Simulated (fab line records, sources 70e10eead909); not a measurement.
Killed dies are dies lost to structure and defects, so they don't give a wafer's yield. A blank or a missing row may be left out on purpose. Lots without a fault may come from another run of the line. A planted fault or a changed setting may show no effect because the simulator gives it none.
Which tool did it? | flow nand_harc | 12 lots, 36 wafers sampled, at 4 steps of a route of 1302

WHAT THE GAUGES READ, wafer by wafer
NHARC_A_CONTACT_CD_MEAS_15.
lot  | measured     | on        | cd_nm (nm)
L075 | day 23 02:24 | cd_sem-01 | 190.8 190.3 190.3
L076 | day 23 07:18 | cd_sem-03 | 189.6 189.7 189.7
L079 | day 25 05:37 | cd_sem-03 | 190.1 190.2 190.0
L081 | day 25 11:43 | cd_sem-01 | 190.6 190.2 189.9
L083 | day 26 16:06 | cd_sem-03 | 190.1 190.3 189.4
L086 | day 27 11:29 | cd_sem-03 | 189.1 188.7 189.2
L088 | day 28 07:12 | cd_sem-02 | 189.6 189.8 189.2
L089 | day 28 14:21 | cd_sem-02 | 190.0 190.1 189.9
L093 | day 29 15:27 | cd_sem-03 | 189.7 189.2 190.4
L092 | day 29 23:04 | cd_sem-02 | 190.2 190.0 190.2
L095 | day 31 09:37 | cd_sem-03 | 189.8 189.8 189.6
L097 | day 31 16:50 | cd_sem-03 | 190.9 190.7 190.7

WHICH TOOL RAN EACH LOT (tool, then ch and the chambers of the sampled wafers, then the start)
lot  | NHARC_A_CONTACT_ETCH_128             | NHARC_A_CONTACT_DEP_85          | NHARC_A_CONTACT_ETCH_139
L075 | har_cap_etch-03 ch 0,1, day 22 16:14 | pecvd-02 ch 0,1, day 22 22:07   | har_cap_etch-01 ch 0,1, day 23 01:43
L076 | har_cap_etch-02 ch 0,1, day 22 22:34 | pecvd-02 ch 0,1, day 23 03:06   | har_cap_etch-03 ch 0,1, day 23 06:34
L079 | har_cap_etch-03 ch 0,1, day 24 19:32 | pecvd-01 ch 0,2, day 25 00:40   | har_cap_etch-03 ch 0,1, day 25 04:43
L081 | har_cap_etch-02 ch 0,1, day 25 02:17 | pecvd-01 ch 0,1, day 25 06:51   | har_cap_etch-02 ch 0,1, day 25 10:49
L083 | har_cap_etch-01 ch 0,1, day 26 06:28 | pecvd-01 ch 0,1,2, day 26 12:09 | har_cap_etch-02 ch 0,1, day 26 15:19
L086 | har_cap_etch-01 ch 0,1, day 27 02:32 | pecvd-02 ch 1,2, day 27 07:23   | har_cap_etch-01 ch 0,1, day 27 10:46
L088 | har_cap_etch-01 ch 0,1, day 27 20:15 | pecvd-01 ch 1,2, day 28 03:03   | har_cap_etch-02 ch 0,1, day 28 06:23
L089 | har_cap_etch-03 ch 0,1, day 28 03:47 | pecvd-01 ch 0,2, day 28 10:16   | har_cap_etch-01 ch 0,1, day 28 13:34
L093 | har_cap_etch-02 ch 0,1, day 29 06:16 | pecvd-03 ch 0,1, day 29 10:52   | har_cap_etch-03 ch 0,1, day 29 14:38
L092 | har_cap_etch-02 ch 0,1, day 29 14:28 | pecvd-02 ch 0,2, day 29 19:05   | har_cap_etch-02 ch 0,1, day 29 22:19
L095 | har_cap_etch-02 ch 0,1, day 30 22:36 | pecvd-02 ch 1,2, day 31 04:46   | har_cap_etch-02 ch 0,1, day 31 08:22
L097 | har_cap_etch-03 ch 0,1, day 31 06:51 | pecvd-02 ch 0,1,2, day 31 12:53 | har_cap_etch-03 ch 0,1, day 31 16:05
- NHARC_A_CONTACT_ETCH_128: etches the open film in C4F8/O2/Ar, time 197 s, target depth 1918 nm.
- NHARC_A_CONTACT_DEP_85: deposits SiON, target thk 60 nm.
- NHARC_A_CONTACT_ETCH_139: etches the open film in C4F8/O2/Ar, time 195 s, target depth 840 nm.

THE ANSWER, worked out from the rows above alone
Rule: what is usual is taken from the lots themselves. Put in order of their means at a reading, lots are off if they are a third of the lots or fewer, leave a main group of 4 or more, and stand apart from it by a gap of 3 or more times the standard deviation of the main group's means; of several such gaps the widest counts. A main group whose means are all the same, to the digits that the tables above print for the reading, isn't used. A lot without any number at a reading at which 4 lots or more have one is off too. The other lots that the step has rows for count as sound.
No lot is off at any reading shown: from this, nothing can be told.

WHAT THE SIMULATOR HAD PUT IN
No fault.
